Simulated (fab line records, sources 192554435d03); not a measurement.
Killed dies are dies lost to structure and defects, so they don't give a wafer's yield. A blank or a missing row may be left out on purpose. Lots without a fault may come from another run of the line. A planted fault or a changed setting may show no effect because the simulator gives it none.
Chamber matching | flow n5_finfet | N5_BEOL_M9_STRIP_67 on rie_diel-06: 4 sister chambers
The step strips in CF4. 8 wafers are shown with their chamber, then 9 later ones without.

WAFERS WITH THEIR CHAMBER
wafer  | chamber | showerhead_plenum_p_Torr (Torr) | drypump_motor_current_A (A)
L077.4 | 1       | 1.90                            | 5.7
L081.6 | 3       | 1.76                            | 5.2
L084.2 | 0       | 1.77                            | 5.4
L084.3 | 1       | 1.90                            | 5.7
L084.4 | 2       | 1.80                            | 5.8
L086.1 | 0       | 1.76                            | 5.4
L086.2 | 3       | 1.75                            | 5.1
L086.3 | 2       | 1.80                            | 5.8

WAFERS WITHOUT THEIR CHAMBER
wafer  | showerhead_plenum_p_Torr (Torr) | drypump_motor_current_A (A)
L086.4 | 1.90                            | 5.7
L086.5 | 1.76                            | 5.2
L086.6 | 1.77                            | 5.4
L088.2 | 1.80                            | 5.8
L088.3 | 1.90                            | 5.7
L088.5 | 1.76                            | 5.4
L090.2 | 1.80                            | 5.8
L090.3 | 1.76                            | 5.4
L090.4 | 1.75                            | 5.2

WHICH CHAMBER EACH WENT THROUGH
wafer  | from the rows above | in truth
L086.4 | 1                   | 1
L086.5 | 3                   | 3
L086.6 | 0                   | 0
L088.2 | 2                   | 2
L088.3 | 1                   | 1
L088.5 | 0                   | 0
L090.2 | 2                   | 2
L090.3 | 0                   | 0
L090.4 | 3                   | 3
Placed correctly: 9 of 9. Can't be placed from these rows: 0. Placed wrongly: 0.
How it was worked out, from the rows above alone: a wafer's distance from a chamber is the root of the sum, over the readings, of the square of ((its reading less the chamber's mean) divided by the reading's scatter). The wafer belongs to the nearest chamber; if the next one is less than 2 further off, it can't be placed. A chamber's mean is the mean of its shown wafers. The scatter: the root of (the sum of the squares of (reading less its chamber's mean) over the shown wafers, divided by (wafers less chambers)).
